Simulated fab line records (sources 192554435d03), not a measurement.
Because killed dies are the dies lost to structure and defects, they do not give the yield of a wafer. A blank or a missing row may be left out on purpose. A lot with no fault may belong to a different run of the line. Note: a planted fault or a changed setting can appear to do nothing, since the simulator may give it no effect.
What tool caused it? -- flow n5Finfet -- 27 wafers from 9 lots sampled at 7 of the route's 1938 steps

## WHAT THE GAUGES READ, wafer by wafer
N5_BEOL_M3_CD_MEAS_11: the cd target is 17.05 nm.
lot,measured,on,cdNm (nm)
L215,day 8 00:52,cdSem-02,17.04 16.92 16.95
L222,day 9 15:52,cdSem-03,17.08 17.17 17.15
L223,day 10 00:59,cdSem-01,17.01 17.32 17.34
L225,day 10 01:02,cdSem-02,17.00 16.65 16.99
L229,day 10 13:49,cdSem-02,17.20 17.57 17.04
L228,day 11 07:30,cdSem-01,17.27 17.36 17.21
L232,day 12 04:42,cdSem-01,19.46 18.81 19.09
L236,day 12 12:08,cdSem-01,16.78 16.99 17.24
L237,day 13 00:09,cdSem-03,18.18 18.31 18.53

N5_BEOL_M3_CD_MEAS_18: pitch 36 nm, target cd 18 nm.
lot,measured,on,cdNm (nm)
L215,day 8 01:31,cdSem-03,17.6 18.2 18.2
L222,day 9 16:54,cdSem-01,18.4 17.9 18.1
L223,day 10 02:36,cdSem-03,17.6 17.6 18.0
L225,day 10 02:33,cdSem-02,18.3 17.9 18.1
L229,day 10 14:47,cdSem-01,17.1 17.5 18.1
L228,day 11 08:04,cdSem-01,18.4 18.2 18.1
L232,day 12 05:20,cdSem-03,19.5 19.7 20.2
L236,day 12 12:41,cdSem-02,18.0 18.0 17.6
L237,day 13 00:42,cdSem-03,19.4 19.7 19.6

N5_BEOL_M4_RC_MEAS_101.
lot,measured,on,DIBL_N (mV/V),DIBL_P (mV/V),IOFF_N (nA/um),IOFF_P (nA/um),ION_N (uA/um),ION_P (uA/um),SS_N (mV/dec),SS_P (mV/dec),VT_N (mV),VT_P (mV)
L215,day 8 20:48,prober-02,35.8 36.6 36.6,37.4 37.3 37.5,0.150 0.153 0.164,0.20 0.20 0.21,673 659 671,460 447 459,71.2 71.3 71.5,73.4 73.6 73.1,248 251 251,-251 -252 -254
L222,day 11 03:57,prober-01,35.2 35.8 37.1,33.9 34.4 36.6,0.121 0.130 0.148,0.16 0.16 0.19,656 657 664,441 441 452,71.2 71.6 71.6,73.0 72.5 73.4,254 257 252,-259 -258 -256
L223,day 11 16:36,prober-01,35.4 34.2 36.1,35.6 34.4 38.2,0.146 0.130 0.167,0.17 0.15 0.20,671 657 672,458 442 455,71.8 72.3 72.0,72.9 72.1 73.4,250 255 249,-255 -256 -251
L225,day 11 11:47,prober-02,37.8 37.7 35.8,38.0 36.4 34.1,0.182 0.181 0.142,0.23 0.19 0.16,673 684 659,463 456 445,71.8 72.6 71.4,73.8 73.7 72.9,250 249 253,-252 -254 -255
L229,day 11 18:23,prober-02,35.5 35.2 36.1,35.8 35.1 32.9,0.130 0.126 0.127,0.20 0.18 0.15,656 668 643,452 461 445,71.0 70.8 72.0,73.0 72.8 72.8,253 254 256,-251 -252 -255
L228,day 12 14:15,prober-02,39.6 37.1 38.9,38.4 35.3 36.7,0.228 0.165 0.199,0.24 0.20 0.22,701 671 681,467 455 456,72.1 71.9 71.9,73.0 73.3 73.1,246 248 248,-248 -252 -251
L236,day 13 23:15,prober-02,35.5 38.6 36.9,34.9 39.7 37.1,0.113 0.190 0.152,0.14 0.20 0.16,649 673 675,443 453 455,71.2 72.2 71.9,72.3 73.7 72.9,257 250 251,-262 -253 -258

## WHICH TOOL RAN EACH LOT (tool, then ch and the chambers of the sampled wafers, then the start)
lot,N5_BEOL_M2_CMP_52,N5_BEOL_M3_ILD_DEP_00,N5_BEOL_M3_EXPOSE_08,N5_BEOL_M3_DESCUM_16
L215,"cmp-03 ch 0,1, day 7 21:09","pecvd-01 ch 0,1, day 7 21:46","euvScanner-02 ch 0, day 8 00:45","rieDiel-04 ch 0,1,3, day 8 00:59"
L222,"cmp-03 ch 0,2,3, day 9 12:55","pecvd-04 ch 1,2, day 9 13:29","euvScanner-02 ch 0, day 9 15:44","rieDiel-04 ch 0,1,2, day 9 16:14"
L223,"cmp-04 ch 1,2,3, day 9 22:05","pecvd-02 ch 0,1, day 9 22:43","euvScanner-01 ch 0, day 10 00:52","rieDiel-02 ch 1,2,3, day 10 02:05"
L225,"cmp-03 ch 0,2,3, day 9 22:30","pecvd-02 ch 0,1, day 9 23:05","euvScanner-01 ch 0, day 10 00:55","rieDiel-04 ch 2,3, day 10 02:06"
L229,"cmp-04 ch 0,2,3, day 10 12:22","pecvd-02 ch 0,1, day 10 12:53","euvScanner-01 ch 0, day 10 13:41","rieDiel-04 ch 0,1,3, day 10 14:03"
L228,"cmp-03 ch 0,1,3, day 11 06:22","pecvd-01 ch 0,1,2, day 11 06:55","euvScanner-01 ch 0, day 11 07:23","rieDiel-04 ch 1,2, day 11 07:38"
L232,"cmp-02 ch 1,2,3, day 12 01:56","pecvd-01 ch 0,1,2, day 12 02:31","euvScanner-01 ch 0, day 12 04:34","rieDiel-04 ch 0,2,3, day 12 04:49"
L236,"cmp-02 ch 0,1,3, day 12 08:26","pecvd-04 ch 0,1,2, day 12 08:59","euvScanner-02 ch 0, day 12 12:01","rieDiel-02 ch 0,3, day 12 12:15"
L237,"cmp-02 ch 0,1,3, day 12 20:49","pecvd-04 ch 0,1, day 12 21:34","euvScanner-01 ch 0, day 13 00:01","rieDiel-04 ch 0,1,3, day 13 00:16"
- N5_BEOL_M2_CMP_52: polishes, stops on SiOC, t overpolish 6.8 s, target thk 40 nm.
- N5_BEOL_M3_ILD_DEP_00: deposits SiOC from DEMS/O2, target thk 79 nm, time 15.3 s.
- N5_BEOL_M3_EXPOSE_08: exposes mask M3.
- N5_BEOL_M3_DESCUM_16: chemistry O2, time 7 s.

## WHAT THE TOOLS THEMSELVES READ (means of the sampled wafers that have a number; where no wafer has one, the mark that the record gives instead)
N5_BEOL_M2_CMP_52.
lot,tool,barrierFieldEndpointS (s),motorCurrentA (A),overpolishRunS (s),timeToEndpointS (s)
L215,cmp-03,24.6,6.3,6.804,62
L222,cmp-03,23.9,5.9,6.803,58
L223,cmp-04,24.7,5.8,6.799,64
L225,cmp-03,24.6,5.9,6.803,60
L229,cmp-04,24.9,6.3,6.791,62
L228,cmp-03,24.4,6.4,6.798,60
L232,cmp-02,24.5,6.1,6.802,59
L236,cmp-02,24.6,6.5,6.799,61
L237,cmp-02,24.6,6.4,6.802,59

N5_BEOL_M3_ILD_DEP_00.
lot,tool,heaterPowerW (W),showerheadPlenumPTorr (Torr),throttleValvePct (%)
L215,pecvd-01,588,5.701,12.5
L222,pecvd-04,499,5.673,11.5
L223,pecvd-02,474,5.695,12.1
L225,pecvd-02,481,5.691,12.4
L229,pecvd-02,516,5.711,12.0
L228,pecvd-01,559,5.696,12.6
L232,pecvd-01,565,5.702,12.6
L236,pecvd-04,512,5.690,11.8
L237,pecvd-04,555,5.693,12.0

N5_BEOL_M3_EXPOSE_08.
lot,tool,exposureDoseMJCm2
L215,euvScanner-02,32.92
L222,euvScanner-02,32.93
L223,euvScanner-01,33.01
L225,euvScanner-01,32.95
L229,euvScanner-01,32.93
L228,euvScanner-01,32.96
L232,euvScanner-01,35.80
L236,euvScanner-02,32.89
L237,euvScanner-01,35.18

N5_BEOL_M3_DESCUM_16.
lot,tool,drypumpMotorCurrentA (A),oesProductAu (a.u.),rfVppV (V),showerheadPlenumPTorr (Torr),throttleValvePct (%)
L215,rieDiel-04,5.4,0.83,243.7,2.11,20.49
L222,rieDiel-04,5.3,0.81,245.2,2.16,20.41
L223,rieDiel-02,5.6,0.89,242.8,2.10,20.40
L225,rieDiel-04,6.2,0.80,243.0,2.09,20.76
L229,rieDiel-04,5.4,0.79,243.1,2.10,20.52
L228,rieDiel-04,5.8,0.78,244.1,2.14,20.52
L232,rieDiel-04,5.7,0.82,243.9,2.15,20.58
L236,rieDiel-02,5.7,0.76,242.6,2.07,20.67
L237,rieDiel-04,5.4,0.88,243.8,2.09,20.45

## THE ANSWER, worked out from the rows above alone
Rule: the usual values come from the lots themselves. The widest of any qualifying gaps counts: lots, ordered by their means at a reading, are off when they make up no more than a third of the lots, leave a main group of 4 or more, and stand apart from it by 3 or more times the standard deviation of that group's means. A main group is skipped when, at the precision printed for the reading in the tables above, its means are all equal. Also off: a lot with no number at a reading for which 4 or more lots have one. Any other lot the step has rows for is counted as sound. Order of review: gauges by route order, followed by the tools' own readings, for which a lot's mean as printed above is used. The first step at which some lot is off is used, and at that step the reading that is off furthest; a lot without a number counts as furthest.
Off, at N5_BEOL_M3_CD_MEAS_11 on cdNm: L232, L237. For the main group the mean is 17.11 nm and the standard deviation 0.15.
A tool fits if, at a process step before that reading, it ran every lot that is off, and no sound lot after the first of them. Not tried: the gauges at N5_BEOL_M3_CD_MEAS_11; whatever is off there is also off at N5_BEOL_M3_EXPOSE_08, on other tools, and gauge error can't account for it. One candidate fits, namely euvScanner-01 at N5_BEOL_M3_EXPOSE_08. Its last sound lot is L228 (day 11 07:23), its first lot that is off L232 (day 12 04:34): a fault that began between those two fits.
On the lots that are off, the tool's own readings at N5_BEOL_M3_EXPOSE_08 differ by more than 5 times the standard deviation of the sound lots' means, which bears it out; exposureDoseMJCm2 reads 35.49 there versus 32.94 on the sound lots.

## WHAT WAS PUT IN BY THE SIMULATOR
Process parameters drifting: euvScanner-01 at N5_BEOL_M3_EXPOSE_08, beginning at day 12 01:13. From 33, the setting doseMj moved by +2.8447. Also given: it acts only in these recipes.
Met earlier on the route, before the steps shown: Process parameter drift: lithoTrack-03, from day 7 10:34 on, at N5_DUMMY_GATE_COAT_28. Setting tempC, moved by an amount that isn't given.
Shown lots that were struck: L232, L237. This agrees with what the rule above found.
